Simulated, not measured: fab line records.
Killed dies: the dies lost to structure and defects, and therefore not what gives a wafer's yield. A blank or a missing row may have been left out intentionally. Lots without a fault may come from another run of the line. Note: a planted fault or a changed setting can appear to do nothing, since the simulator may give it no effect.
Matching of chambers | flow n5-finfet | cmp-02 running N5_MOL_CONTACT_COAG_CMP_52: 4 sister chambers
The step polishes, stops on SiO2, t overpolish 1.5 s, target thk 66.5 nm. 16 wafers are shown with their chamber, then 8 later ones without.

## WAFERS PAIRED WITH THEIR CHAMBERS
wafer  | chamber | motor-current-A (A) | time-to-endpoint-s (s) | overpolish-run-s (s)
L075.1 | 0       | 10.2                | 12.8                   | 1.493
L075.3 | 1       | 12.5                | 15.3                   | 1.499
L075.5 | 2       | 11.8                | 11.1                   | 1.495
L081.1 | 1       | 12.2                | 10.7                   | 1.469
L081.2 | 3       | 11.8                | 10.2                   | 1.505
L081.3 | 0       | 10.5                | 9.1                    | 1.483
L083.2 | 0       | 10.3                | 13.1                   | 1.503
L083.5 | 0       | 10.7                | 12.9                   | 1.511
L083.6 | 1       | 12.3                | 12.3                   | 1.488
L088.2 | 2       | 12.3                | 8.4                    | 1.495
L088.5 | 3       | 11.7                | 9.2                    | 1.509
L088.6 | 0       | 10.7                | 12.6                   | 1.511
L090.1 | 2       | 12.2                | 8.0                    | 1.505
L090.2 | 3       | 12.4                | 6.6                    | 1.512
L090.3 | 1       | 12.6                | 10.8                   | 1.513
L093.1 | 0       | 10.8                | 11.8                   | 1.507

SIGNATURES (averages over the wafers above)
reading            | chamber 0 | chamber 1 | chamber 2 | chamber 3 | scatter within a chamber
motor-current-A    | 10.533    | 12.400    | 12.100    | 11.967    | 0.261
time-to-endpoint-s | 12.050    | 12.275    | 9.167     | 8.667     | 1.78
overpolish-run-s   | 1.50133   | 1.49225   | 1.49833   | 1.50867   | 0.0121
Rule: distance of a wafer from a chamber = root of the sum over the readings of ((wafer's reading minus chamber's mean) / reading's scatter) squared. If the next closest chamber is less than 2 further off than the closest, the wafer can't be placed; otherwise it belongs to the closest. The scatter: take each reading less its chamber's mean, square it, sum over the shown wafers, divide by the number of wafers less the number of chambers, and take the root.

## WAFERS WHOSE CHAMBER IS MISSING
wafer  | motor-current-A (A) | time-to-endpoint-s (s) | overpolish-run-s (s)
L093.3 | 12.6                | 11.6                   | 1.504
L093.5 | 12.0                | 11.0                   | 1.510
L095.2 | 10.9                | 9.0                    | 1.507
L095.3 | 12.5                | 7.6                    | 1.520
L095.5 | 10.4                | 8.6                    | 1.499
L096.2 | 10.4                | 9.1                    | 1.491
L096.4 | 12.7                | 8.8                    | 1.512
L096.6 | 12.7                | 9.5                    | 1.487

## WHICH CHAMBER EACH ONE RAN IN
wafer  | from the rows above          | in truth
L093.3 | can't be placed: 1 or 2 or 3 | 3
L093.5 | can't be placed: 3 or 2 or 1 | 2
L095.2 | can't be placed: 0 or 3      | 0
L095.3 | can't be placed: 3 or 2 or 1 | 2
L095.5 | 0                            | 0
L096.2 | 0                            | 0
L096.4 | can't be placed: 2 or 1 or 3 | 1
L096.6 | can't be placed: 1 or 2 or 3 | 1
Correct placement for 2 of the 8. From these rows, 6 cannot be placed; in 6 the true chamber is one of the candidates. Number placed wrongly: 0.
